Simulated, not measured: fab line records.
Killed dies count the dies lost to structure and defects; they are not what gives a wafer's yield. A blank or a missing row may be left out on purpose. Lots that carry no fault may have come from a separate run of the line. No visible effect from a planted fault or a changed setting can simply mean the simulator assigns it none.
fab line records	flow nand_harc
[record] lots = 7	wafers = 18	last_day = 33
route steps=1302 shown A_SLIT@926 END@1302
lots untouched by any fault: they come from a run of this same line in which no faults occurred
start_h: hours from the record's opening day to when the first of the lot's shown wafers began	wait_h: how many hours have passed since the lot's step before this one	" as in the row above	L1.1+2: several wafers, shown together as one row	- no value, or no start was given	* or withheld: withheld	< > ~ a bound
route shown NAME@n: NAME is a module with steps in the file, n the number in the route of the first one	usual: mean and standard deviation over wafers with no fault	same: alike in all rows	chamber/n: place in a boat	sites: readings site by site	_std_site: their standard deviation	_edge_site: mean of outer sites minus mean of inner sites	radius_mm: how far each site lies from the wafer's centre	mask NAME#n: copy n	behind: the most recent tool/chamber to have shaped the wafer	hold: reason for holding the lot/hours on hold/outcome of the hold	device: the n, p or np transistor that did not switch	end of line: the same wafers' tests at the end of the route	a step given without rows: its recipe and nothing more	killed: the dies lost at the first sort to structure and to defects; this is not the yield of the wafer	map: a wafer's dies, x killed, . not, _ none there
set.NAME: setting as actually run; set.NAME@STEP: the setting as run at that earlier step	model.NAME: the simulator's own value behind a step, which no gauge read
certain route steps with their lots: each step a table, each wafer a row
services: from which hour (start_h, from the record's first day; less than 0 if before it) a tool's chamber was out of use, for how many hours, and why
[[steps]]
[step NHARC_A_SLIT_HMDS_02]
[recipe] time_s = 30
[step NHARC_A_SLIT_COAT_03]
[recipe] spin_rpm = 1500	resist_thk_nm = 90
[step NHARC_A_SLIT_SOFTBAKE_04]
[recipe] temp_c = 105	time_s = 55
[step NHARC_A_SLIT_EBR_05]
[step NHARC_A_SLIT_EXPOSE_06]
[recipe] na = 1.35	dose_mj = 60.82	mask_id = SLIT
[step NHARC_A_SLIT_PEB_07]
[recipe] peb_temp_c = 100	peb_time_s = 65
[step NHARC_A_SLIT_DEVELOP_08]
[recipe] develop_time_s = 35	dev_temp_c = 23
[step NHARC_A_SLIT_CD_MEAS_09]
[recipe] target_cd_nm = 300	landing_energy_ev = 500
[usual] cd_nm = 299.8/0.48
lot.wafer	tool	chamber	start_h	wait_h	cd_nm
L840.2	cd_sem-01	0	541.64	-	299.9
L840.3	"	0	"	"	299.3
L840.5	"	0	"	"	299.9
L843.1	cd_sem-01	0	555.30	-	300.0
L843.2	"	0	"	"	299.8
L843.5	"	0	"	"	299.1
L844.1	cd_sem-02	0	582.11	-	299.6
L844.3	"	0	"	"	299.3
L844.5	"	0	"	"	300.1
L849.2	cd_sem-02	0	638.77	-	299.3
L849.3	"	0	"	"	299.6
L850.2	cd_sem-02	0	640.50	-	300.5
L850.3	"	0	"	"	300.5
L853.1	cd_sem-02	0	656.24	-	300.4
L853.3	"	0	"	"	299.9
L853.4	"	0	"	"	300.2
L852.3	cd_sem-02	0	657.10	-	300.3
L852.5	"	0	"	"	300.1
[step NHARC_A_SLIT_OVL_MEAS_10]
[usual] overlay_x_nm = -0.1/0.71	overlay_y_nm = -0.2/0.94
lot.wafer	tool	chamber	start_h	wait_h	overlay_x_nm	overlay_y_nm
L840.2	overlay-01	-	541.72	-	-1.1	-1.1
L840.3	"	-	"	"	-1.3	-0.7
L840.5	"	-	"	"	-0.8	-0.6
L843.1	overlay-01	-	555.38	-	-0.2	1.4
L843.2	"	-	"	"	-0.2	0.9
L843.5	"	-	"	"	-0.4	0.5
L844.1	overlay-01	-	582.19	-	1.2	-1.5
L844.3	"	-	"	"	0.7	-1.1
L844.5	"	-	"	"	0.7	-1.6
L849.2	overlay-02	-	638.86	-	0.4	0.5
L849.3	"	-	"	"	0.8	0.8
L850.2	overlay-02	-	640.59	-	0.4	-1.2
L850.3	"	-	"	"	0.4	-1.2
L853.1	overlay-01	-	656.33	-	-0.2	1.8
L853.3	"	-	"	"	0.1	1.5
L853.4	"	-	"	"	-0.2	1.8
L852.3	overlay-02	-	657.18	-	0.4	-1.1
L852.5	"	-	"	"	0.8	-1.3
[step NHARC_A_SLIT_INSPECT_11]
[usual] raw_defect_count = 65/34
lot.wafer	tool	chamber	start_h	wait_h	raw_defect_count
L840.2	defect_inspect-01	-	541.76	0.0	83
L840.3	"	-	"	"	66
L840.5	"	-	"	"	69
L843.1	defect_inspect-02	-	555.42	0.0	104
L843.2	"	-	"	"	93
L843.5	"	-	"	"	85
L844.1	defect_inspect-01	-	582.23	0.0	15
L844.3	"	-	"	"	25
L844.5	"	-	"	"	17
L849.2	defect_inspect-01	-	638.89	0.0	52
L849.3	"	-	"	"	60
L850.2	defect_inspect-02	-	640.62	0.0	62
L850.3	"	-	"	"	62
L853.1	defect_inspect-01	-	656.37	0.0	91
L853.3	"	-	"	"	83
L853.4	"	-	"	"	65
L852.3	defect_inspect-02	-	657.22	0.0	15
L852.5	"	-	"	"	10
[step NHARC_A_SLIT_DESCUM_14]
[recipe] time_s = 3	o2_flow_sccm = 200	ar_flow_sccm = 0	bias_power_w = 0	chemistry = O2
[usual] chamber_pressure_mTorr = 60.01/0.054	drypump_motor_current_A = 5.8/0.38	o2_flow_sccm = 200.0/0.62	oes_product_au = 0.999/0.0079	rf_vpp_V = 57.9/0.95	showerhead_plenum_p_Torr = 1.95/0.067	throttle_valve_pct = 11.312/0.0094
[same] bias_power_w = 0
lot.wafer	tool	chamber	start_h	wait_h	chamber_pressure_mTorr	drypump_motor_current_A	o2_flow_sccm	oes_product_au	rf_hours_counter_h	rf_vpp_V	showerhead_plenum_p_Torr	throttle_valve_pct
L840.2	rie_diel-03	0	541.83	0.1	59.96	5.5	199.5	1.001	4	56.4	1.97	11.310
L840.3	"	2	"	"	59.93	6.1	199.7	0.998	4	58.9	2.01	11.313
L840.5	"	3	"	"	59.98	4.8	199.8	0.998	-	58.7	2.02	11.307
L843.1	rie_diel-06	1	555.49	0.1	60.04	5.4	200.8	0.992	2	57.1	1.95	11.315
L843.2	"	2	"	"	59.92	6.1	199.4	0.995	4	56.9	1.89	11.310
L843.5	"	0	"	"	59.98	6.1	199.7	0.994	-	59.0	2.02	11.301
L844.1	rie_diel-11	2	582.31	0.1	59.94	5.8	200.2	1.008	4	57.9	2.03	11.317
L844.3	"	3	"	"	59.95	5.9	200.9	0.995	6	58.3	1.88	11.320
L844.5	"	1	"	"	60.00	6.2	200.3	0.994	-	57.4	1.99	11.304
L849.3	rie_diel-06	0	638.97	0.1	60.06	6.2	200.7	0.995	8	59.9	2.01	11.317
L849.2	"	1	"	"	60.05	5.4	200.7	1.002	6	57.7	1.95	11.283
L850.2	rie_diel-06	0	640.75	0.1	60.06	6.2	198.7	0.983	9	58.7	2.01	11.311
L850.3	"	2	"	"	59.99	6.1	200.5	1.008	10	56.6	1.88	11.301
L853.3	rie_diel-11	1	656.43	0.1	60.06	6.1	201.2	0.997	2	57.2	1.99	11.307
L853.4	"	2	"	"	59.92	5.8	200.3	0.989	2	58.6	2.03	11.301
L853.1	"	3	"	"	60.01	5.9	200.3	0.984	2	58.5	1.88	11.306
L852.3	rie_diel-06	1	657.30	0.1	60.04	5.4	199.9	0.994	8	59.8	1.95	11.308
L852.5	"	0	"	"	59.95	6.1	200.2	0.989	-	57.5	2.01	11.319
[step NHARC_A_SLIT_ETCH_24]
[recipe] target_depth_a = 1210	time_s = 60.5	cf4_flow_sccm = 100	chf3_flow_sccm = 30	ar_flow_sccm = 0	rf_w = 500	bias_w = 200	chemistry = CF4/CHF3
[usual] chamber_pressure_mTorr = 25.001/0.023	drypump_motor_current_A = 5.8/0.37	oes_product_au = 0.960/0.017	rf_vpp_V = 371.6/1.9	showerhead_plenum_p_Torr = 1.60/0.053	throttle_valve_pct = 16.803/0.0093
lot.wafer	tool	chamber	start_h	wait_h	chamber_pressure_mTorr	drypump_motor_current_A	oes_product_au	rf_hours_counter_h	rf_vpp_V	showerhead_plenum_p_Torr	throttle_valve_pct
L840.2	rie_diel-03	1	541.91	0.1	24.995	5.8	0.926	3	367.2	1.49	16.796
L840.3	"	2	"	"	24.989	6.1	0.928	4	374.0	1.65	16.805
L840.5	"	0	"	"	24.970	5.5	0.927	-	371.9	1.62	16.811
L843.1	rie_diel-06	0	555.57	0.1	25.040	6.2	0.964	4	372.6	1.65	16.806
L843.2	"	1	"	"	25.007	5.4	0.956	2	371.5	1.61	16.805
L843.5	"	3	"	"	25.020	5.7	0.983	-	368.5	1.53	16.790
L844.3	rie_diel-11	0	582.38	0.1	24.972	5.9	0.952	6	372.2	1.63	16.806
L844.1	"	3	"	"	25.019	5.9	0.976	6	369.4	1.55	16.800
L844.5	"	1	"	"	24.963	6.2	0.955	-	372.9	1.64	16.813
L849.2	rie_diel-06	1	639.04	0.1	24.968	5.4	0.976	6	371.3	1.60	16.795
L849.3	"	2	"	"	25.011	6.2	0.972	10	370.0	1.55	16.801
L850.2	rie_diel-06	3	640.89	0.1	24.991	5.7	0.946	10	368.4	1.53	16.794
L850.3	"	0	"	"	25.001	6.1	0.918	9	374.1	1.65	16.794
L853.4	rie_diel-11	0	656.51	0.1	24.998	6.0	0.976	2	371.0	1.63	16.790
L853.3	"	1	"	"	24.988	6.1	0.972	2	373.8	1.64	16.802
L853.1	"	3	"	"	24.993	5.8	0.985	2	369.1	1.55	16.796
L852.3	rie_diel-06	1	657.37	0.1	24.998	5.4	0.923	8	371.3	1.60	16.810
L852.5	"	1	"	"	25.014	5.4	0.925	-	371.0	1.60	16.811
[step NHARC_A_SLIT_ETCH_15]
[recipe] target_depth_a = 62000	over_etch_frac = 0.3	time_s = 1612	ion_energy_ev = 150	o2_flow_sccm = 400	cos_flow_sccm = 20	ar_flow_sccm = 0	rf_w = 500	bias_w = 300	chemistry = O2/COS
[usual] chamber_pressure_mTorr = 20.001/0.019	drypump_motor_current_A = 5.8/0.38	o2_flow_sccm = 400.0/1.2	oes_product_au = 0.998/0.0072	rf_vpp_V = 315.0/1.8	showerhead_plenum_p_Torr = 3.17/0.1	throttle_valve_pct = 28.331/0.0086
lot.wafer	tool	chamber	start_h	wait_h	chamber_pressure_mTorr	drypump_motor_current_A	o2_flow_sccm	oes_product_au	rf_hours_counter_h	rf_vpp_V	showerhead_plenum_p_Torr	throttle_valve_pct
L840.2	rie_diel-03	1	541.99	-	20.013	5.8	399.7	1.002	4	311.9	2.96	28.314
L840.3	"	3	"	"	20.034	4.8	399.5	1.002	5	317.3	3.29	28.326
L840.5	"	1	"	"	20.017	5.7	400.9	1.004	-	312.9	2.96	28.339
L843.1	rie_diel-06	2	555.65	-	19.991	6.1	399.7	0.998	4	313.6	3.08	28.338
L843.2	"	1	"	"	20.023	5.4	399.1	0.995	2	316.2	3.18	28.343
L843.5	"	2	"	"	19.961	6.1	397.5	0.985	-	314.0	3.08	28.329
L844.3	rie_diel-11	0	582.58	-	19.971	6.0	399.0	0.992	6	315.8	3.24	28.336
L844.1	"	2	"	"	19.998	5.7	400.1	0.994	5	316.6	3.30	28.308
L844.5	"	0	"	"	20.005	6.0	400.3	0.999	-	315.8	3.24	28.330
L849.3	rie_diel-06	3	639.13	-	20.004	5.8	397.1	0.822	10	311.8	3.04	28.322
L849.2	"	1	"	"	19.988	5.4	402.2	0.984	7	314.5	3.18	28.328
L850.3	rie_diel-06	2	641.08	-	20.017	6.1	400.9	0.822	10	314.1	3.08	28.342
L850.2	"	3	"	"	20.001	5.8	400.9	1.007	10	312.9	3.04	28.324
L853.4	rie_diel-11	2	656.60	-	20.004	5.8	401.6	0.999	2	317.2	3.30	28.324
L853.1	"	0	"	"	20.025	5.9	399.3	0.996	2	316.5	3.23	28.345
L853.3	"	1	"	"	20.012	6.1	398.6	1.000	2	315.7	3.24	28.341
L852.3	rie_diel-06	1	657.57	-	19.977	5.4	398.1	0.829	8	316.0	3.18	28.323
L852.5	"	0	"	"	19.986	6.2	399.1	0.816	-	315.9	3.28	28.329
[step NHARC_A_SLIT_ETCH_17]
[recipe] bias_v = 900	source_w = withheld	pressure_mtorr = 20	ar_flow_sccm = 375	c4f8_flow_sccm = 83.3	o2_flow_sccm = 41.7	time_s = 4254.5	target_depth_a = 2.03e+05	chemistry = C4F8/O2/Ar
[usual] c4f8_flow_sccm = 83.28/0.25	chamber_pressure_mTorr = 20.001/0.02	drypump_motor_current_A = 5.6/0.54	he_backside_leak_sccm = 6.2/0.62	o2_flow_sccm = 41.70/0.12	showerhead_plenum_p_Torr = 3.68/0.18	throttle_valve_pct = 32.046/0.009
lot.wafer	tool	chamber	start_h	wait_h	c4f8_flow_sccm	chamber_pressure_mTorr	drypump_motor_current_A	he_backside_leak_sccm	o2_flow_sccm	rf_hours_counter_h	showerhead_plenum_p_Torr	throttle_valve_pct
L840.2	har_etch-02	1	543.07	-	83.27	20.011	6.0	5.5	41.65	89	3.89	32.061
L840.3	"	1	544.28	-	83.26	20.009	6.0	5.1	41.82	-	3.89	32.057
L840.5	"	1	545.49	-	83.19	19.983	6.0	5.4	41.82	-	3.89	32.054
L843.1	har_etch-02	1	556.74	-	83.31	19.981	6.0	5.1	41.72	96	3.89	32.050
L843.2	"	0	"	"	83.18	19.987	6.4	5.8	41.69	96	3.89	32.039
L843.5	"	1	559.17	-	83.00	19.989	6.0	5.2	41.86	-	3.89	32.062
L844.1	har_etch-01	1	583.54	-	83.30	20.018	5.2	6.3	41.84	324	3.61	32.040
L844.3	"	0	585.40	-	82.98	20.022	5.1	7.2	41.63	-	3.45	32.036
L844.5	"	0	586.64	-	83.17	20.030	5.1	7.4	41.58	-	3.45	32.033
L849.2	har_etch-02	0	640.81	-	83.37	20.034	6.5	6.0	41.72	142	3.86	32.042
L849.3	"	0	642.03	-	83.57	19.981	6.4	6.3	41.73	-	3.86	32.029
L850.2	har_etch-02	0	644.05	-	83.38	19.973	6.4	6.2	41.56	146	3.86	32.060
L850.3	"	1	645.88	-	83.33	20.003	6.0	5.9	41.41	-	3.86	32.039
L853.1	har_etch-01	0	657.69	-	83.18	20.000	5.1	7.3	41.66	366	3.42	32.047
L853.3	"	0	658.91	-	83.34	20.011	5.1	7.5	41.82	-	3.42	32.051
L853.4	"	1	"	"	83.26	19.994	5.1	6.1	41.85	-	3.59	32.054
L852.3	har_etch-02	1	659.74	-	83.06	19.983	6.0	5.8	41.78	-	3.85	32.036
L852.5	"	0	661.56	-	83.38	20.005	6.4	6.1	41.80	-	3.85	32.048
[step NHARC_END_SORT_01]
[recipe] temp_c = 25
[usual] killed_at_array = 60/21	killed_at_other = 1.0/1.2	killed_at_periphery = 4.2/2.8	killed_dies = 65/20	killed_open = 3.1/1.8	killed_short = 2.6/1.6
[same] gross_dies = 677
lot.wafer	tool	chamber	start_h	wait_h	killed_at_array	killed_at_other	killed_at_periphery	killed_dies	killed_open	killed_short
L840.2	prober-01	0	649.39	2.8	58	0	7	65	7	3
L840.3	prober-01	0	650.20	3.1	54	1	3	58	1	1
L840.5	prober-01	0	651.81	3.7	49	0	2	51	5	2
L843.1	prober-01	0	664.14	2.5	89	0	1	90	2	4
L843.2	prober-01	0	664.93	2.8	60	0	3	63	3	1
L843.5	prober-01	0	667.29	3.7	61	0	1	62	0	0
L849.2	prober-02	0	765.75	2.8	36	0	4	40	5	4
L849.3	prober-02	0	766.55	3.1	675	0	2	677	0	1
L850.2	prober-01	0	771.79	2.8	65	0	5	70	4	3
L850.3	prober-01	0	772.60	3.1	668	1	8	677	2	1
L853.1	prober-02	0	772.71	2.5	78	2	1	81	2	7
L853.3	prober-02	0	774.32	3.1	72	1	4	77	1	3
L853.4	prober-02	0	775.12	3.4	48	3	6	57	5	1
L852.3	prober-01	0	780.43	3.1	671	1	5	677	3	1
L852.5	prober-01	0	782.03	3.7	666	1	9	676	2	2
// killed by level:class
L840.2 A_CHANNEL_HOLE_D1:chamber_film_flake=33 A_SGD_CUT:chamber_film_flake=10 P_CONTACT:geometric_particle:open=2 P_M0:geometric_particle:open=2 P_CONTACT:chamber_film_flake=2 A_CHANNEL_HOLE_D2:unspecified=2 A_CONTACT:chamber_film_flake=2 P_M0:geometric_particle:short=1
L840.3 A_CHANNEL_HOLE_D1:chamber_film_flake=33 A_SGD_CUT:chamber_film_flake=7 A_CHANNEL_HOLE_D2:chamber_film_flake=3 P_CONTACT:chamber_film_flake=2 A_ZERO_WELL:chamber_film_flake=2 A_STAIRCASE:chamber_film_flake=2 A_CONTACT:chamber_film_flake=2 A_ONON_D1:geometric_particle:open=1
L840.5 A_CHANNEL_HOLE_D1:chamber_film_flake=30 A_SGD_CUT:chamber_film_flake=4 A_CHANNEL_HOLE_D2:unspecified=3 P_CONTACT:geometric_particle:open=1 A_CHANNEL_HOLE_D1:geometric_particle:open=1 A_CHANNEL_FILL_D1:geometric_particle:short=1 A_ONON_D2:geometric_particle:open=1 A_CHANNEL_HOLE_D2:geometric_particle:open=1
L843.1 A_CHANNEL_HOLE_D1:chamber_film_flake=35 A_CHANNEL_HOLE_D2:chamber_film_flake=26 A_STAIRCASE:chamber_film_flake=7 A_M0:chamber_film_flake=5 A_ZERO_WELL:chamber_film_flake=4 A_CONTACT:chamber_film_flake=3 A_DECK1_JOINT:chamber_film_flake=2 A_CHANNEL_FILL_D2:chamber_film_flake=2
L843.2 A_CHANNEL_HOLE_D1:chamber_film_flake=37 A_CHANNEL_HOLE_D2:chamber_film_flake=9 A_ZERO_WELL:chamber_film_flake=4 A_STAIRCASE:chamber_film_flake=4 A_CONTACT:chamber_film_flake=2 A_DECK1_JOINT:chamber_film_flake=2 P_GATE:geometric_particle:open=1 P_M0:geometric_particle:short=1
L843.5 A_CHANNEL_HOLE_D1:chamber_film_flake=35 A_CHANNEL_HOLE_D2:chamber_film_flake=13 A_ZERO_WELL:chamber_film_flake=2 A_CHANNEL_FILL_D1:chamber_film_flake=2 A_DECK1_JOINT:chamber_film_flake=2 A_STAIRCASE:chamber_film_flake=2 A_CONTACT:chamber_film_flake=2 P_ZERO_WELL:chamber_film_flake=1
L849.2 A_CHANNEL_HOLE_D2:chamber_film_flake=9 A_CHANNEL_HOLE_D1:chamber_film_flake=4 A_BLC:chamber_film_flake=4 A_CONTACT:chamber_film_flake=3 A_STAIRCASE:chamber_film_flake=3 A_SLIT:chamber_film_flake=3 A_DECK1_JOINT:geometric_particle:open=2 A_WL_FILL:geometric_particle:short=2
L849.3 A_SLIT:area_etch=646 A_CHANNEL_HOLE_D2:chamber_film_flake=14 A_SLIT:chamber_film_flake=4 A_CHANNEL_HOLE_D1:chamber_film_flake=3 A_BLC:chamber_film_flake=3 A_CHANNEL_FILL_D2:geometric_particle:short=1 P_STI:chamber_film_flake=1 P_M0:chamber_film_flake=1
L850.2 A_CHANNEL_HOLE_D2:chamber_film_flake=25 A_CHANNEL_HOLE_D1:chamber_film_flake=11 A_CONTACT:chamber_film_flake=11 A_SLIT:chamber_film_flake=8 P_GATE:chamber_film_flake=4 A_STAIRCASE:chamber_film_flake=4 P_CONTACT:geometric_particle:open=1 A_CHANNEL_FILL_D1:geometric_particle:short=1
L850.3 A_SLIT:area_etch=618 A_CHANNEL_HOLE_D1:chamber_film_flake=17 A_CHANNEL_HOLE_D2:chamber_film_flake=15 A_CONTACT:chamber_film_flake=10 P_GATE:chamber_film_flake=5 A_SLIT:chamber_film_flake=4 P_BONDPAD:chamber_film_flake=2 A_WL_FILL:chamber_film_flake=2
L853.1 A_SLIT:chamber_film_flake=28 A_CHANNEL_HOLE_D2:chamber_film_flake=23 A_CHANNEL_HOLE_D1:chamber_film_flake=12 A_CONTACT:chamber_film_flake=5 A_WL_FILL:geometric_particle:short=2 THIN_TSV:chamber_film_flake=2 P_STI:geometric_particle:short=1 A_SOURCE_PLATE:geometric_particle:open=1
L853.3 A_SLIT:chamber_film_flake=31 A_CHANNEL_HOLE_D2:chamber_film_flake=15 A_CHANNEL_HOLE_D1:chamber_film_flake=14 A_CONTACT:chamber_film_flake=6 P_GATE:chamber_film_flake=4 A_ONON_D2:geometric_particle:short=2 A_STAIRCASE:chamber_film_flake=2 A_CHANNEL_HOLE_D2:geometric_particle:short=1
L853.4 A_SLIT:chamber_film_flake=16 A_CHANNEL_HOLE_D1:chamber_film_flake=14 A_CHANNEL_HOLE_D2:chamber_film_flake=10 THIN_TSV:chamber_film_flake=3 A_CONTACT:chamber_film_flake=3 P_M0:geometric_particle:open=2 A_WL_FILL:chamber_film_flake=2 P_GATE:geometric_particle:open=1
L852.3 A_SLIT:area_etch=649 A_SLIT:chamber_film_flake=11 A_CHANNEL_FILL_D1:chamber_film_flake=3 A_ONON_D1:geometric_particle:open=2 P_ZERO_WELL:chamber_film_flake=2 A_CONTACT:chamber_film_flake=2 A_WL_FILL:geometric_particle:open=1 A_M0:geometric_particle:short=1
L852.5 A_SLIT:area_etch=653 A_SLIT:chamber_film_flake=5 P_GATE:chamber_film_flake=3 P_ZERO_WELL:chamber_film_flake=2 P_BONDPAD:chamber_film_flake=2 A_CHANNEL_FILL_D1:chamber_film_flake=2 A_CONTACT:chamber_film_flake=2 P_M0:geometric_particle:short=1
// map L849.3 (x killed, . not)
____________x____________
_________xxxxxxx_________
_______xxxxxxxxxxx_______
______xxxxxxxxxxxxx______
_____xxxxxxxxxxxxxxx_____
____xxxxxxxxxxxxxxxxx____
____xxxxxxxxxxxxxxxxx____
___xxxxxxxxxxxxxxxxxxx___
___xxxxxxxxxxxxxxxxxxx___
__xxxxxxxxxxxxxxxxxxxxx__
__xxxxxxxxxxxxxxxxxxxxx__
_xxxxxxxxxxxxxxxxxxxxxxx_
_xxxxxxxxxxxxxxxxxxxxxxx_
_xxxxxxxxxxxxxxxxxxxxxxx_
_xxxxxxxxxxxxxxxxxxxxxxx_
_xxxxxxxxxxxxxxxxxxxxxxx_
xxxxxxxxxxxxxxxxxxxxxxxxx
xxxxxxxxxxxxxxxxxxxxxxxxx
xxxxxxxxxxxxxxxxxxxxxxxxx
xxxxxxxxxxxxxxxxxxxxxxxxx
xxxxxxxxxxxxxxxxxxxxxxxxx
_xxxxxxxxxxxxxxxxxxxxxxx_
_xxxxxxxxxxxxxxxxxxxxxxx_
_xxxxxxxxxxxxxxxxxxxxxxx_
_xxxxxxxxxxxxxxxxxxxxxxx_
_xxxxxxxxxxxxxxxxxxxxxxx_
__xxxxxxxxxxxxxxxxxxxxx__
__xxxxxxxxxxxxxxxxxxxxx__
___xxxxxxxxxxxxxxxxxxx___
___xxxxxxxxxxxxxxxxxxx___
____xxxxxxxxxxxxxxxxx____
____xxxxxxxxxxxxxxxxx____
_____xxxxxxxxxxxxxxx_____
______xxxxxxxxxxxxx______
_______xxxxxxxxxxx_______
_________xxxxxxx_________
____________x____________
// map L850.3 (x killed, . not)
____________x____________
_________xxxxxxx_________
_______xxxxxxxxxxx_______
______xxxxxxxxxxxxx______
_____xxxxxxxxxxxxxxx_____
____xxxxxxxxxxxxxxxxx____
____xxxxxxxxxxxxxxxxx____
___xxxxxxxxxxxxxxxxxxx___
___xxxxxxxxxxxxxxxxxxx___
__xxxxxxxxxxxxxxxxxxxxx__
__xxxxxxxxxxxxxxxxxxxxx__
_xxxxxxxxxxxxxxxxxxxxxxx_
_xxxxxxxxxxxxxxxxxxxxxxx_
_xxxxxxxxxxxxxxxxxxxxxxx_
_xxxxxxxxxxxxxxxxxxxxxxx_
_xxxxxxxxxxxxxxxxxxxxxxx_
xxxxxxxxxxxxxxxxxxxxxxxxx
xxxxxxxxxxxxxxxxxxxxxxxxx
xxxxxxxxxxxxxxxxxxxxxxxxx
xxxxxxxxxxxxxxxxxxxxxxxxx
xxxxxxxxxxxxxxxxxxxxxxxxx
_xxxxxxxxxxxxxxxxxxxxxxx_
_xxxxxxxxxxxxxxxxxxxxxxx_
_xxxxxxxxxxxxxxxxxxxxxxx_
_xxxxxxxxxxxxxxxxxxxxxxx_
_xxxxxxxxxxxxxxxxxxxxxxx_
__xxxxxxxxxxxxxxxxxxxxx__
__xxxxxxxxxxxxxxxxxxxxx__
___xxxxxxxxxxxxxxxxxxx___
___xxxxxxxxxxxxxxxxxxx___
____xxxxxxxxxxxxxxxxx____
____xxxxxxxxxxxxxxxxx____
_____xxxxxxxxxxxxxxx_____
______xxxxxxxxxxxxx______
_______xxxxxxxxxxx_______
_________xxxxxxx_________
____________x____________
[[services]]
tool	chamber	start_h	hours	kind
rie_diel-11	1	522.36	19.0	repair
rie_diel-06	0	542.20	-	clean
rie_diel-06	1	542.20	-	clean
rie_diel-06	2	542.20	-	clean
rie_diel-06	3	542.20	-	clean
rie_diel-03	1	548.77	13.4	repair
rie_diel-06	0	566.70	-	clean
rie_diel-06	1	566.70	-	clean
rie_diel-06	2	566.70	-	clean
rie_diel-06	3	566.70	-	clean
rie_diel-06	3	567.67	5.5	repair
rie_diel-03	3	575.20	4.8	repair
rie_diel-11	1	589.79	15.1	repair
rie_diel-06	0	591.20	-	clean
rie_diel-06	1	591.20	-	clean
rie_diel-06	2	591.20	-	clean
rie_diel-06	3	591.20	-	clean
rie_diel-11	-	609.50	9.0	pm
rie_diel-06	0	615.70	-	clean
rie_diel-06	1	615.70	-	clean
rie_diel-06	2	615.70	-	clean
rie_diel-03	-	635.30	9.0	pm
har_etch-01	-	647.62	1.3	repair
rie_diel-06	-	661.20	9.0	pm
[[key]]
[first_sign] step = NHARC_A_SLIT_ETCH_15	reading = oes_product_au	direction = down	sigmas = 24	usual = 0.998	struck = 0.822
[effect] step = NHARC_END_SORT_01	reading = killed_dies	direction = up	sigmas = 31	usual = 65	struck = 677
[more_kills_born_at] NHARC_A_SLIT_ETCH_15@rie_diel-06 = 2566
met_at NHARC_A_SLIT_ETCH_15
struck_wafers L849.3,L850.3,L852.3,L852.5
later_rows_left_out L849.3,L850.3,L852.3,L852.5
tester_left_out L849,L850,L852
onset_between 555.65 639.13
[fault] kind = process_parameter_drift	tool = rie_diel-06	chamber = -	onset_h = 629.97	steps = NHARC_A_SLIT_ETCH_15	channel = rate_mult	offset = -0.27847	shape = step	end_h = 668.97	scope = struck_wafers_only
// tester_left_out: of these lots the tester's yield and bins aren't shown, on N5 and GAA mostly nor the transistor test; their killed dies are dies lost to structure and defects alone, not to doping, threshold or leakage, so they don't give the yield
// later_rows_left_out: the simulator's readings of these wafers behind a module that went badly wrong aren't trusted and aren't shown, but for the sort
